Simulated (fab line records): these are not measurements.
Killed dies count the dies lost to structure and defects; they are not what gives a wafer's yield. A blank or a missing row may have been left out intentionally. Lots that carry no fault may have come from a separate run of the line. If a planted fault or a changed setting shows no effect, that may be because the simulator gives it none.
fab line records / flow n5Finfet / part 2 of 2: steps 22 to 31 of 31
record: lots: 5 wafers: 15 lastDay: 17
route steps=1938 shown BEOL_M8@1371 BEOL_M9@1401
lots untouched by any fault: they come from a run of this same line in which no faults occurred
startH: hours from the record's opening day to when the first of the lot's shown wafers began / waitH: hours from the lot's prior step to this one / " unchanged from the row above / L1.1+2: one row covering several wafers at once / - no value, or no start was given / * or withheld: withheld / < > ~ a bound
route shown NAME@n: names a module that has steps shown in the file, with the first one's number in the route / usual: mean and standard deviation over wafers with no fault / same: alike in all rows / chamber/n: place in a boat / sites: the reading at each site / _std_site: how widely they spread, as a standard deviation / _edge_site: mean of outer sites minus mean of inner sites / radiusMm: how far each site lies from the wafer's centre / mask NAME#n: copy n / behind: the tool/chamber that last shaped the wafer / hold: the reason the lot was held/the length of the hold in hours/how it ended / device: transistor that didn't switch, given as n, p or np / end of line: tests of these same wafers at the route's end / step lacking rows: just its recipe / killed: count of dies lost to structure and defects at first sort (not the wafer's yield) / map: a wafer's dies, marking killed ones x, the rest . and places with no die _
set.NAME: the setting the step ran with; set.NAME@STEP: the setting that earlier step ran with / model.NAME: the simulator's own value behind a step, which no gauge read
lots at selected steps of the route; one table per step, one row per wafer
services: when a tool's chamber went out of use (startH, in hours from the record's first day, below 0 if earlier), for how many hours, and the reason
== steps ==
step: N5_BEOL_M8_SPUTTER_48
recipe: material: Cu targetThkA: 100 tempC: -20 biasV: 60 powerW: 26000 chamberPressurePa: 0.13 timeS: 1.667
usual: substrateTempC: -20.00/0.11 throttleValvePct: 29.8/0.84
same: timeS: 1.667
lot.wafer=L075.2 tool=pvdSputter-01 chamber=- startH=206.96 waitH=1.9 substrateTempC=-20.07 throttleValvePct=29.5
lot.wafer=L075.3 tool=pvdSputter-01 chamber=- startH=206.96 waitH=1.9 substrateTempC=-19.94 throttleValvePct=30.6
lot.wafer=L075.5 tool=pvdSputter-01 chamber=- startH=206.96 waitH=1.9 substrateTempC=-20.09 throttleValvePct=29.0
lot.wafer=L077.1 tool=pvdSputter-01 chamber=- startH=216.84 waitH=0.1 substrateTempC=-19.97 throttleValvePct=30.9
lot.wafer=L077.2 tool=pvdSputter-01 chamber=- startH=216.84 waitH=0.1 substrateTempC=-19.98 throttleValvePct=30.3
lot.wafer=L077.3 tool=pvdSputter-01 chamber=- startH=216.84 waitH=0.1 substrateTempC=-19.98 throttleValvePct=29.5
lot.wafer=L078.1 tool=pvdSputter-03 chamber=- startH=233.54 waitH=0.1 substrateTempC=-20.01 throttleValvePct=29.4
lot.wafer=L078.3 tool=pvdSputter-03 chamber=- startH=233.54 waitH=0.1 substrateTempC=-20.09 throttleValvePct=29.6
lot.wafer=L078.6 tool=pvdSputter-03 chamber=- startH=233.54 waitH=0.1 substrateTempC=-20.13 throttleValvePct=30.0
lot.wafer=L083.2 tool=pvdSputter-01 chamber=- startH=246.87 waitH=0.1 substrateTempC=-20.04 throttleValvePct=30.8
lot.wafer=L083.5 tool=pvdSputter-01 chamber=- startH=246.87 waitH=0.1 substrateTempC=-19.99 throttleValvePct=30.1
lot.wafer=L083.6 tool=pvdSputter-01 chamber=- startH=246.87 waitH=0.1 substrateTempC=-19.84 throttleValvePct=30.9
lot.wafer=L095.2 tool=pvdSputter-02 chamber=- startH=336.90 waitH=0.1 substrateTempC=-19.94 throttleValvePct=29.1
lot.wafer=L095.3 tool=pvdSputter-02 chamber=- startH=336.90 waitH=0.1 substrateTempC=-19.92 throttleValvePct=30.6
lot.wafer=L095.5 tool=pvdSputter-02 chamber=- startH=336.90 waitH=0.1 substrateTempC=-19.94 throttleValvePct=28.2
step: N5_BEOL_M8_ECD_50
recipe: material: Cu targetThkA: 3000
lot.wafer=L075.2+3+5 tool=ecdCu-01 chamber=0,1,0 startH=207.07 waitH=0.1
lot.wafer=L077.1+2+3 tool=ecdCu-01 chamber=1,0,0 startH=216.96 waitH=0.1
lot.wafer=L078.1+3+6 tool=ecdCu-02 chamber=1,1,0 startH=233.65 waitH=0.1
lot.wafer=L083.2+5+6 tool=ecdCu-02 chamber=0,0,1 startH=246.98 waitH=0.1
lot.wafer=L095.2+3+5 tool=ecdCu-02 chamber=0,1,1 startH=337.08 waitH=0.1
step: N5_BEOL_M8_ANNEAL_51
recipe: tempC: 225 timeS: 90 ambient: N2
usual: wafer_temp_C_max: 226.3/0.49
same: timeS: 90
lot.wafer=L075.2 tool=rtpAnneal-01 chamber=0 startH=207.21 waitH=0.1 wafer_temp_C_max=225.9
lot.wafer=L075.3 tool=rtpAnneal-01 chamber=0 startH=207.21 waitH=0.1 wafer_temp_C_max=226.0
lot.wafer=L075.5 tool=rtpAnneal-01 chamber=0 startH=207.21 waitH=0.1 wafer_temp_C_max=225.7
lot.wafer=L077.1 tool=rtpAnneal-01 chamber=0 startH=217.20 waitH=0.2 wafer_temp_C_max=225.8
lot.wafer=L077.2 tool=rtpAnneal-01 chamber=0 startH=217.20 waitH=0.2 wafer_temp_C_max=225.7
lot.wafer=L077.3 tool=rtpAnneal-01 chamber=0 startH=217.20 waitH=0.2 wafer_temp_C_max=225.8
lot.wafer=L078.1 tool=rtpAnneal-01 chamber=0 startH=234.26 waitH=0.6 wafer_temp_C_max=225.6
lot.wafer=L078.3 tool=rtpAnneal-01 chamber=0 startH=234.26 waitH=0.6 wafer_temp_C_max=225.8
lot.wafer=L078.6 tool=rtpAnneal-01 chamber=0 startH=234.26 waitH=0.6 wafer_temp_C_max=226.0
lot.wafer=L083.2 tool=rtpAnneal-01 chamber=0 startH=247.12 waitH=0.1 wafer_temp_C_max=225.5
lot.wafer=L083.5 tool=rtpAnneal-01 chamber=0 startH=247.12 waitH=0.1 wafer_temp_C_max=225.7
lot.wafer=L083.6 tool=rtpAnneal-01 chamber=0 startH=247.12 waitH=0.1 wafer_temp_C_max=225.5
lot.wafer=L095.2 tool=rtpAnneal-01 chamber=0 startH=337.52 waitH=0.4 wafer_temp_C_max=226.4
lot.wafer=L095.3 tool=rtpAnneal-01 chamber=0 startH=337.52 waitH=0.4 wafer_temp_C_max=226.2
lot.wafer=L095.5 tool=rtpAnneal-01 chamber=0 startH=337.52 waitH=0.4 wafer_temp_C_max=225.6
step: N5_BEOL_M8_CMP_52
recipe: stopOn: SiCOH_lowk tOverpolishS: 6.9 downForcePsi: 1 platenRpm: 50 clearingPlatenDownForcePsi: 1.5 clearingPlatenRpm: 50 postCmpClean: cuAlkaline targetThkNm: 80 clearingPlatenPadVelocityMS: 0.99484 padVelocityMS: 0.99484
usual: barrierFieldEndpointS: 28.7/0.9 motorCurrentA: 6.1/0.56 overpolishRunS: 6.901/0.0091 timeToEndpointS: 62/3.9
lot.wafer=L075.2 tool=cmp-02 chamber=0 startH=207.46 waitH=0.2 barrierFieldEndpointS=29.5 motorCurrentA=7.1 overpolishRunS=6.914 timeToEndpointS=66
lot.wafer=L075.3 tool=cmp-02 chamber=2 startH=207.46 waitH=0.2 barrierFieldEndpointS=30.1 motorCurrentA=6.0 overpolishRunS=6.916 timeToEndpointS=70
lot.wafer=L075.5 tool=cmp-02 chamber=1 startH=207.46 waitH=0.2 barrierFieldEndpointS=29.0 motorCurrentA=6.7 overpolishRunS=6.898 timeToEndpointS=63
lot.wafer=L077.3 tool=cmp-04 chamber=1 startH=217.53 waitH=0.2 barrierFieldEndpointS=28.2 motorCurrentA=6.5 overpolishRunS=6.902 timeToEndpointS=62
lot.wafer=L077.2 tool=cmp-04 chamber=2 startH=217.53 waitH=0.2 barrierFieldEndpointS=29.8 motorCurrentA=5.4 overpolishRunS=6.904 timeToEndpointS=68
lot.wafer=L077.1 tool=cmp-04 chamber=3 startH=217.53 waitH=0.2 barrierFieldEndpointS=28.8 motorCurrentA=6.0 overpolishRunS=6.894 timeToEndpointS=61
lot.wafer=L078.1 tool=cmp-04 chamber=1 startH=234.56 waitH=0.3 barrierFieldEndpointS=29.1 motorCurrentA=6.7 overpolishRunS=6.902 timeToEndpointS=60
lot.wafer=L078.3 tool=cmp-04 chamber=2 startH=234.56 waitH=0.3 barrierFieldEndpointS=28.5 motorCurrentA=5.3 overpolishRunS=6.896 timeToEndpointS=64
lot.wafer=L078.6 tool=cmp-04 chamber=2 startH=234.56 waitH=0.3 barrierFieldEndpointS=30.0 motorCurrentA=5.2 overpolishRunS=6.911 timeToEndpointS=65
lot.wafer=L083.2 tool=cmp-02 chamber=1 startH=247.45 waitH=0.3 barrierFieldEndpointS=28.4 motorCurrentA=6.4 overpolishRunS=6.898 timeToEndpointS=59
lot.wafer=L083.6 tool=cmp-02 chamber=3 startH=247.45 waitH=0.3 barrierFieldEndpointS=28.4 motorCurrentA=5.5 overpolishRunS=6.913 timeToEndpointS=56
lot.wafer=L083.5 tool=cmp-02 chamber=0 startH=247.45 waitH=0.3 barrierFieldEndpointS=29.1 motorCurrentA=6.4 overpolishRunS=6.886 timeToEndpointS=63
lot.wafer=L095.2 tool=cmp-04 chamber=3 startH=337.77 waitH=0.2 barrierFieldEndpointS=27.3 motorCurrentA=6.5 overpolishRunS=6.910 timeToEndpointS=57
lot.wafer=L095.3 tool=cmp-04 chamber=2 startH=337.77 waitH=0.2 barrierFieldEndpointS=27.3 motorCurrentA=5.4 overpolishRunS=6.895 timeToEndpointS=59
lot.wafer=L095.5 tool=cmp-04 chamber=3 startH=337.77 waitH=0.2 barrierFieldEndpointS=27.2 motorCurrentA=6.5 overpolishRunS=6.911 timeToEndpointS=58
step: N5_BEOL_M8_THK_MEAS_53
recipe: thkMeasGauge: xrf reads: Cu_of_BEOL_M8_ECD_50
usual: M8_THK: 80.1/2.6
lot.wafer=L075.2 tool=filmMetro-01 chamber=- startH=207.76 waitH=- M8_THK[nm]=80.8
lot.wafer=L075.3 tool=filmMetro-01 chamber=- startH=207.76 waitH=- M8_THK[nm]=80.0
lot.wafer=L075.5 tool=filmMetro-01 chamber=- startH=207.76 waitH=- M8_THK[nm]=76.8
lot.wafer=L077.1 tool=filmMetro-02 chamber=- startH=217.79 waitH=- M8_THK[nm]=78.6
lot.wafer=L077.2 tool=filmMetro-02 chamber=- startH=217.79 waitH=- M8_THK[nm]=85.8
lot.wafer=L077.3 tool=filmMetro-02 chamber=- startH=217.79 waitH=- M8_THK[nm]=77.4
lot.wafer=L078.1 tool=filmMetro-01 chamber=- startH=234.85 waitH=- M8_THK[nm]=74.6
lot.wafer=L078.3 tool=filmMetro-01 chamber=- startH=234.85 waitH=- M8_THK[nm]=79.9
lot.wafer=L078.6 tool=filmMetro-01 chamber=- startH=234.85 waitH=- M8_THK[nm]=79.4
lot.wafer=L083.2 tool=filmMetro-02 chamber=- startH=247.67 waitH=- M8_THK[nm]=84.2
lot.wafer=L083.5 tool=filmMetro-02 chamber=- startH=247.67 waitH=- M8_THK[nm]=83.3
lot.wafer=L083.6 tool=filmMetro-02 chamber=- startH=247.67 waitH=- M8_THK[nm]=84.5
lot.wafer=L095.2 tool=filmMetro-01 chamber=- startH=338.07 waitH=- M8_THK[nm]=83.7
lot.wafer=L095.3 tool=filmMetro-01 chamber=- startH=338.07 waitH=- M8_THK[nm]=75.5
lot.wafer=L095.5 tool=filmMetro-01 chamber=- startH=338.07 waitH=- M8_THK[nm]=80.4
step: N5_BEOL_M8_PRE_CLEAN_55
recipe: gas: NH3 timeS: 15 tempC: withheld rfPowerW: 300
same: timeS: 15
lot.wafer=L075.2+3+5 tool=pecvd-02 chamber=0,2,0 startH=207.79 waitH=0.0
lot.wafer=L077.1+2+3 tool=pecvd-02 chamber=1,2,0 startH=217.83 waitH=0.0
lot.wafer=L078.1+3+6 tool=pecvd-02 chamber=1,2,1 startH=234.89 waitH=0.0
lot.wafer=L083.2+5+6 tool=pecvd-01 chamber=1,0,1 startH=247.70 waitH=0.0
lot.wafer=L095.2+3+5 tool=pecvd-04 chamber=1,2,1 startH=338.11 waitH=0.0
step: N5_BEOL_M8_DEP_56
recipe: material: SiCN targetThkA: 100 tempC: withheld precursor: 3MS/NH3 pressureTorr: 3 rfW: 202 timeS: 17.5
usual: showerheadPlenumPTorr: 3.673/0.018 throttleValvePct: 9.0/0.34
same: timeS: 17.5
lot.wafer=L075.2 tool=pecvd-02 chamber=0 startH=207.82 waitH=0.0 showerheadPlenumPTorr=3.688 throttleValvePct=9.1
lot.wafer=L075.3 tool=pecvd-02 chamber=2 startH=207.82 waitH=0.0 showerheadPlenumPTorr=3.638 throttleValvePct=8.8
lot.wafer=L075.5 tool=pecvd-02 chamber=0 startH=207.82 waitH=0.0 showerheadPlenumPTorr=3.675 throttleValvePct=9.4
lot.wafer=L077.1 tool=pecvd-02 chamber=1 startH=217.85 waitH=0.0 showerheadPlenumPTorr=3.691 throttleValvePct=9.3
lot.wafer=L077.2 tool=pecvd-02 chamber=2 startH=217.85 waitH=0.0 showerheadPlenumPTorr=3.637 throttleValvePct=9.0
lot.wafer=L077.3 tool=pecvd-02 chamber=0 startH=217.85 waitH=0.0 showerheadPlenumPTorr=3.676 throttleValvePct=9.1
lot.wafer=L078.1 tool=pecvd-02 chamber=1 startH=234.91 waitH=0.0 showerheadPlenumPTorr=3.685 throttleValvePct=9.2
lot.wafer=L078.3 tool=pecvd-02 chamber=2 startH=234.91 waitH=0.0 showerheadPlenumPTorr=3.642 throttleValvePct=8.7
lot.wafer=L078.6 tool=pecvd-02 chamber=1 startH=234.91 waitH=0.0 showerheadPlenumPTorr=3.676 throttleValvePct=9.5
lot.wafer=L083.2 tool=pecvd-01 chamber=1 startH=247.73 waitH=0.0 showerheadPlenumPTorr=3.662 throttleValvePct=8.3
lot.wafer=L083.5 tool=pecvd-01 chamber=0 startH=247.73 waitH=0.0 showerheadPlenumPTorr=3.680 throttleValvePct=8.8
lot.wafer=L083.6 tool=pecvd-01 chamber=1 startH=247.73 waitH=0.0 showerheadPlenumPTorr=3.650 throttleValvePct=8.7
lot.wafer=L095.2 tool=pecvd-04 chamber=1 startH=338.13 waitH=0.0 showerheadPlenumPTorr=3.669 throttleValvePct=8.9
lot.wafer=L095.3 tool=pecvd-04 chamber=2 startH=338.13 waitH=0.0 showerheadPlenumPTorr=3.699 throttleValvePct=9.0
lot.wafer=L095.5 tool=pecvd-04 chamber=1 startH=338.13 waitH=0.0 showerheadPlenumPTorr=3.671 throttleValvePct=8.9
step: N5_BEOL_M8_RS_MEAS_57
recipe: thkMeasGauge: four-point-probe reads: Cu_of_BEOL_M8_ECD_50+Co_of_BEOL_M8_CVD_78+TaN_of_BEOL_M8_ALD_77
usual: M8_RS: 0.288/0.011
lot.wafer=L075.2 tool=filmMetro-01 chamber=- startH=207.89 waitH=0.1 M8_RS[ohm/sq]=0.288
lot.wafer=L075.3 tool=filmMetro-01 chamber=- startH=207.89 waitH=0.1 M8_RS[ohm/sq]=0.291
lot.wafer=L075.5 tool=filmMetro-01 chamber=- startH=207.89 waitH=0.1 M8_RS[ohm/sq]=0.307
lot.wafer=L077.1 tool=filmMetro-01 chamber=- startH=217.92 waitH=0.1 M8_RS[ohm/sq]=0.295
lot.wafer=L077.2 tool=filmMetro-01 chamber=- startH=217.92 waitH=0.1 M8_RS[ohm/sq]=0.265
lot.wafer=L077.3 tool=filmMetro-01 chamber=- startH=217.92 waitH=0.1 M8_RS[ohm/sq]=0.301
lot.wafer=L078.1 tool=filmMetro-02 chamber=- startH=234.98 waitH=0.1 M8_RS[ohm/sq]=0.311
lot.wafer=L078.3 tool=filmMetro-02 chamber=- startH=234.98 waitH=0.1 M8_RS[ohm/sq]=0.287
lot.wafer=L078.6 tool=filmMetro-02 chamber=- startH=234.98 waitH=0.1 M8_RS[ohm/sq]=0.290
lot.wafer=L083.2 tool=filmMetro-01 chamber=- startH=247.80 waitH=0.1 M8_RS[ohm/sq]=0.278
lot.wafer=L083.5 tool=filmMetro-01 chamber=- startH=247.80 waitH=0.1 M8_RS[ohm/sq]=0.280
lot.wafer=L083.6 tool=filmMetro-01 chamber=- startH=247.80 waitH=0.1 M8_RS[ohm/sq]=0.276
lot.wafer=L095.2 tool=filmMetro-02 chamber=- startH=338.20 waitH=0.1 M8_RS[ohm/sq]=0.272
lot.wafer=L095.3 tool=filmMetro-02 chamber=- startH=338.20 waitH=0.1 M8_RS[ohm/sq]=0.308
lot.wafer=L095.5 tool=filmMetro-02 chamber=- startH=338.20 waitH=0.1 M8_RS[ohm/sq]=0.285
step: N5_BEOL_M8_INSPECT_58
recipe: inspectInstrument: darkfield mode: postDep
usual: rawDefectCount: 72/22
lot.wafer=L075.2 tool=defectInspect-01 chamber=- startH=207.92 waitH=0.0 rawDefectCount=129
lot.wafer=L075.3 tool=defectInspect-01 chamber=- startH=207.92 waitH=0.0 rawDefectCount=86
lot.wafer=L075.5 tool=defectInspect-01 chamber=- startH=207.92 waitH=0.0 rawDefectCount=96
lot.wafer=L077.1 tool=defectInspect-01 chamber=- startH=217.95 waitH=0.0 rawDefectCount=68
lot.wafer=L077.2 tool=defectInspect-01 chamber=- startH=217.95 waitH=0.0 rawDefectCount=93
lot.wafer=L077.3 tool=defectInspect-01 chamber=- startH=217.95 waitH=0.0 rawDefectCount=83
lot.wafer=L078.1 tool=defectInspect-02 chamber=- startH=235.01 waitH=0.0 rawDefectCount=64
lot.wafer=L078.3 tool=defectInspect-02 chamber=- startH=235.01 waitH=0.0 rawDefectCount=92
lot.wafer=L078.6 tool=defectInspect-02 chamber=- startH=235.01 waitH=0.0 rawDefectCount=83
lot.wafer=L083.2 tool=defectInspect-01 chamber=- startH=247.83 waitH=0.0 rawDefectCount=73
lot.wafer=L083.5 tool=defectInspect-01 chamber=- startH=247.83 waitH=0.0 rawDefectCount=51
lot.wafer=L083.6 tool=defectInspect-01 chamber=- startH=247.83 waitH=0.0 rawDefectCount=82
lot.wafer=L095.2 tool=defectInspect-02 chamber=- startH=338.23 waitH=0.0 rawDefectCount=91
lot.wafer=L095.3 tool=defectInspect-02 chamber=- startH=338.23 waitH=0.0 rawDefectCount=92
lot.wafer=L095.5 tool=defectInspect-02 chamber=- startH=338.23 waitH=0.0 rawDefectCount=83
step: N5_BEOL_M9_ILD_DEP_00
recipe: material: SiCOH_lowk targetThkA: 3085.1 tempC: 300 precursor: DEMS/porogen pressureTorr: 5 rfW: 500 timeS: 58
usual: heaterPowerOuterW: 130/27 heaterPowerW: 289/44 showerheadPlenumPTorr: 5.742/0.019 throttleValvePct: 13.9/0.55
same: timeS: 58
lot.wafer=L075.2 tool=pecvd-01 chamber=0 startH=207.95 waitH=0.0 heaterPowerOuterW=142 heaterPowerW=347 showerheadPlenumPTorr=5.758 throttleValvePct=13.4
lot.wafer=L075.3 tool=pecvd-01 chamber=1 startH=207.95 waitH=0.0 heaterPowerOuterW=103 heaterPowerW=248 showerheadPlenumPTorr=5.738 throttleValvePct=13.1
lot.wafer=L075.5 tool=pecvd-01 chamber=0 startH=207.95 waitH=0.0 heaterPowerOuterW=160 heaterPowerW=358 showerheadPlenumPTorr=5.761 throttleValvePct=13.5
lot.wafer=L077.1 tool=pecvd-03 chamber=2 startH=217.98 waitH=0.0 heaterPowerOuterW=124 heaterPowerW=259 showerheadPlenumPTorr=5.740 throttleValvePct=13.3
lot.wafer=L077.2 tool=pecvd-03 chamber=1 startH=217.98 waitH=0.0 heaterPowerOuterW=147 heaterPowerW=311 showerheadPlenumPTorr=5.745 throttleValvePct=14.7
lot.wafer=L077.3 tool=pecvd-03 chamber=0 startH=217.98 waitH=0.0 heaterPowerOuterW=114 heaterPowerW=279 showerheadPlenumPTorr=5.713 throttleValvePct=14.0
lot.wafer=L078.1 tool=pecvd-01 chamber=1 startH=235.05 waitH=0.0 heaterPowerOuterW=111 heaterPowerW=261 showerheadPlenumPTorr=5.739 throttleValvePct=13.2
lot.wafer=L078.3 tool=pecvd-01 chamber=2 startH=235.05 waitH=0.0 heaterPowerOuterW=150 heaterPowerW=314 showerheadPlenumPTorr=5.750 throttleValvePct=12.9
lot.wafer=L078.6 tool=pecvd-01 chamber=2 startH=235.05 waitH=0.0 heaterPowerOuterW=149 heaterPowerW=313 showerheadPlenumPTorr=5.739 throttleValvePct=12.5
lot.wafer=L083.2 tool=pecvd-02 chamber=2 startH=247.86 waitH=0.0 heaterPowerOuterW=141 heaterPowerW=276 showerheadPlenumPTorr=5.736 throttleValvePct=14.3
lot.wafer=L083.5 tool=pecvd-02 chamber=0 startH=247.86 waitH=0.0 heaterPowerOuterW=107 heaterPowerW=273 showerheadPlenumPTorr=5.771 throttleValvePct=14.2
lot.wafer=L083.6 tool=pecvd-02 chamber=2 startH=247.86 waitH=0.0 heaterPowerOuterW=142 heaterPowerW=284 showerheadPlenumPTorr=5.701 throttleValvePct=14.2
lot.wafer=L095.2 tool=pecvd-02 chamber=1 startH=338.26 waitH=0.0 heaterPowerOuterW=144 heaterPowerW=288 showerheadPlenumPTorr=5.764 throttleValvePct=14.8
lot.wafer=L095.3 tool=pecvd-02 chamber=0 startH=338.26 waitH=0.0 heaterPowerOuterW=123 heaterPowerW=292 showerheadPlenumPTorr=5.760 throttleValvePct=14.1
lot.wafer=L095.5 tool=pecvd-02 chamber=0 startH=338.26 waitH=0.0 heaterPowerOuterW=71 heaterPowerW=230 showerheadPlenumPTorr=5.747 throttleValvePct=14.3
== services ==
tool=pecvd-01 chamber=- startH=188.36 hours=0.8 kind=repair
tool=wetBench-02 chamber=- startH=190.14 hours=9.7 kind=repair
tool=cmp-04 chamber=- startH=199.06 hours=17.2 kind=pm
tool=rieDiel-02 chamber=- startH=201.05 hours=2.8 kind=pm
tool=wetBench-02 chamber=- startH=202.60 hours=0.8 kind=repair
tool=cvdCo-01 chamber=0 startH=207.82 hours=6.1 kind=repair
tool=cmp-04 chamber=- startH=224.79 hours=1.5 kind=repair
tool=wetBench-04 chamber=- startH=229.44 hours=4.0 kind=repair
tool=pecvd-02 chamber=- startH=239.60 hours=1.0 kind=repair
tool=pecvd-01 chamber=- startH=242.73 hours=2.0 kind=repair
tool=cmp-04 chamber=- startH=263.30 hours=0.7 kind=repair
tool=rieDiel-05 chamber=3 startH=264.39 hours=4.8 kind=repair
tool=pecvd-01 chamber=1 startH=268.27 hours=3.6 kind=repair
tool=rieDiel-05 chamber=- startH=272.79 hours=2.8 kind=pm
tool=uvCure-03 chamber=- startH=277.44 hours=6.0 kind=pm
tool=aldMetal-03 chamber=- startH=279.97 hours=14.6 kind=pm
tool=cmp-04 chamber=- startH=285.55 hours=4.0 kind=pm
tool=rieDiel-01 chamber=1 startH=293.56 hours=7.0 kind=repair
tool=aldMetal-03 chamber=- startH=300.56 hours=8.7 kind=pm
tool=rieDiel-05 chamber=0 startH=301.41 hours=5.1 kind=repair
tool=pvdSputter-02 chamber=- startH=305.99 hours=6.3 kind=repair
tool=pecvd-01 chamber=2 startH=314.61 hours=4.8 kind=repair
tool=rieDiel-02 chamber=2 startH=322.94 hours=2.0 kind=repair
tool=pecvd-01 chamber=- startH=337.11 hours=14.6 kind=pm
